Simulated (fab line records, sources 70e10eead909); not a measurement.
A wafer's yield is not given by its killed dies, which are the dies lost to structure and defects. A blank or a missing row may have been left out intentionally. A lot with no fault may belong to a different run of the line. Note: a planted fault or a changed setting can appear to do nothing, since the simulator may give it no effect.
Chamber matching ; flow nandHarc ; NHARC_P_BONDPAD_STRIP_15 on rieDiel-10: 4 sister chambers
The step strips in O2. 20 wafers are shown with their chamber, then 10 later ones without.

== WAFERS PAIRED WITH THEIR CHAMBERS ==
wafer;chamber;drypumpMotorCurrentA (A);oesProductAu (a.u.);rfVppV (V)
L074.1;1;5.7;1.011;57.7
L074.2;3;4.9;0.990;57.9
L074.3;2;5.3;1.012;59.3
L074.4;0;5.7;0.982;57.7
L074.5;2;5.3;1.013;57.7
L074.6;1;5.7;1.012;57.5
L076.3;3;4.8;0.984;57.3
L076.5;0;5.7;0.977;57.2
L076.6;3;4.8;0.991;57.4
L080.1;1;5.7;1.004;56.8
L080.3;0;5.7;0.989;57.7
L080.5;1;5.7;0.996;57.3
L082.1;1;5.7;1.008;58.2
L082.3;3;4.9;0.988;59.9
L082.5;2;5.3;1.016;57.8
L083.2;2;5.2;0.998;58.6
L083.5;1;5.7;0.992;59.2
L083.6;0;5.7;0.987;58.2
L089.2;0;5.7;0.984;57.7
L089.3;1;5.7;1.001;58.2

SIGNATURES (averages over the wafers above)
reading;chamber 0;chamber 1;chamber 2;chamber 3;scatter within a chamber
drypumpMotorCurrentA;5.700;5.700;5.275;4.850;0.0331
oesProductAu;0.98380;1.00343;1.00975;0.98825;0.00638
rfVppV;57.700;57.843;58.350;58.125;0.799
Rule: for each reading, subtract the chamber's mean from the wafer's reading, divide by that reading's scatter and square the result; add these up over the readings and take the root, which gives the wafer's distance from the chamber. If the next closest chamber is less than 2 further off than the closest, the wafer can't be placed; otherwise it belongs to the closest. How the scatter is found: for the shown wafers, subtract from each reading the mean of its chamber, square and add these, divide the total by (wafers less chambers), then take the root.

== WAFERS WITHOUT THEIR CHAMBER ==
wafer;drypumpMotorCurrentA (A);oesProductAu (a.u.);rfVppV (V)
L089.6;5.7;0.991;58.2
L092.1;5.7;1.004;58.0
L092.2;4.8;0.994;57.7
L092.5;5.7;0.998;56.3
L093.1;5.7;0.997;57.2
L093.2;5.2;1.001;59.1
L093.5;4.8;0.983;57.8
L096.1;5.7;0.992;57.8
L096.3;5.2;1.002;58.9
L096.4;4.8;0.988;57.5

== WHICH CHAMBER EACH WENT THROUGH ==
wafer;from the rows above;in truth
L089.6;can't be placed: 0 or 1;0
L092.1;1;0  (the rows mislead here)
L092.2;3;3
L092.5;can't be placed: 1 or 0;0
L093.1;can't be placed: 1 or 0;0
L093.2;2;2
L093.5;3;3
L096.1;can't be placed: 0 or 1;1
L096.3;2;2
L096.4;3;3
Correctly placed: 5 of 10. Unplaceable from these rows: 4, with the true chamber sitting among the candidates in 4. 1 placed wrongly.
